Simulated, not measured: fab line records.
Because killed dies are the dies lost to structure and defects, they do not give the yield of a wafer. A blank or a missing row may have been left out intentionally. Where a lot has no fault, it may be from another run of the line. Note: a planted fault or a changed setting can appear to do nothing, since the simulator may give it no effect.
Split-lot study -- flow n5-finfet -- 7 lots, 21 wafers read, on a route of 1938 steps

THE SPLIT
At N5_BEOL_M15_PEB_26 (peb time 90 s), the setting peb-temp-c was moved away from the recipe's 130 C on 2 of the 21 wafers read, by +1.6% to +2.8%. All remaining wafers had this setting at the recipe value.

FROM THE SPLIT TO THE READING: what the file shows between them, 2 steps
- N5_BEOL_M15_DEVELOP_27: develop time 45 s
- N5_BEOL_M15_HARDBAKE_32: time 120 s

THE READING
cd-nm at N5_BEOL_M15_CD_MEAS_28, given in nm (cd target 407.6 nm). Typical for fault-free wafers on this fab line: 407.4 nm, with standard deviation 2.9 nm.

wafer,"tool, chamber at the split","peb-temp-c as run, C",against the recipe,"cd-nm, nm",against lot-mates on the recipe
L075.2,"litho-track-03, 0",130,recipe,406.0,-
L075.3,"litho-track-03, 0",130,recipe,401.3,-
L075.4,"litho-track-03, 0",130,recipe,404.7,-
L078.1,"litho-track-01, 0",130,recipe,411.1,-
L078.2,"litho-track-01, 0",130,recipe,411.3,-
L078.5,"litho-track-01, 0",130,recipe,415.7,-
L081.3,"litho-track-02, 0",130,recipe,407.6,-
L081.5,"litho-track-02, 0",130,recipe,408.7,-
L081.6,"litho-track-02, 0",130,recipe,407.2,-
L080.2,"litho-track-01, 0",130,recipe,408.8,-
L080.4,"litho-track-01, 0",130,recipe,411.8,-
L080.6,"litho-track-01, 0",132.1,+1.6%,418.8,+8.5
L087.3,"litho-track-03, 0",130,recipe,404.4,-
L087.4,"litho-track-03, 0",130,recipe,406.4,-
L087.6,"litho-track-03, 0",130,recipe,406.1,-
L093.4,"litho-track-03, 0",130,recipe,405.6,-
L093.5,"litho-track-03, 0",133.6,+2.8%,422.8,+17.7
L093.6,"litho-track-03, 0",130,recipe,404.6,-
L096.2,"litho-track-01, 0",130,recipe,412.2,-
L096.4,"litho-track-01, 0",130,recipe,406.6,-
L096.5,"litho-track-01, 0",130,recipe,408.4,-

FIT RESULTS
A straight line over all 21 wafers: cd-nm changes by +5.75 nm for each +1% of peb-temp-c; r = +0.77; the points scatter about the line by 3.4 nm.
The same after taking each lot's own level away (the mean of its wafers on the recipe; 21 wafers): +6.12 nm for each +1%; r = +0.93; scatter 1.7 nm.
Per that fit: largest peb-temp-c move, reading shift of 17 nm.
The lots' own levels span 404.00 to 412.70 nm, that is 3.0 times the standard deviation above.
So the lot-to-lot level blurs the effect unless lot-mates are compared.
Check: for one of the wafers moved furthest among these (+2.8%), held out of the fit, the line's prediction against its lot-mates is +14.6 nm. It came out at +17.7 nm against them.

THE WHOLE CHAIN: every reading that the file lists as answering this split, in the file's order
step,what it does,reading,change (the file's fit),r (the file's)
N5_BEOL_M15_CD_MEAS_28,target cd 407.6 nm,cd-nm,+6.11 nm for each +1% of the setting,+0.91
N5_BEOL_M15_DESCUM_33,"chemistry O2, time 7.9 s","BEOL_M15.cd-nm (the simulator's own value, which no gauge read)",+6.17 nm for each +1% of the setting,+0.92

FILE'S OWN FIT
cd-nm changes by +6.11 nm for each +1% of peb-temp-c, r = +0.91.
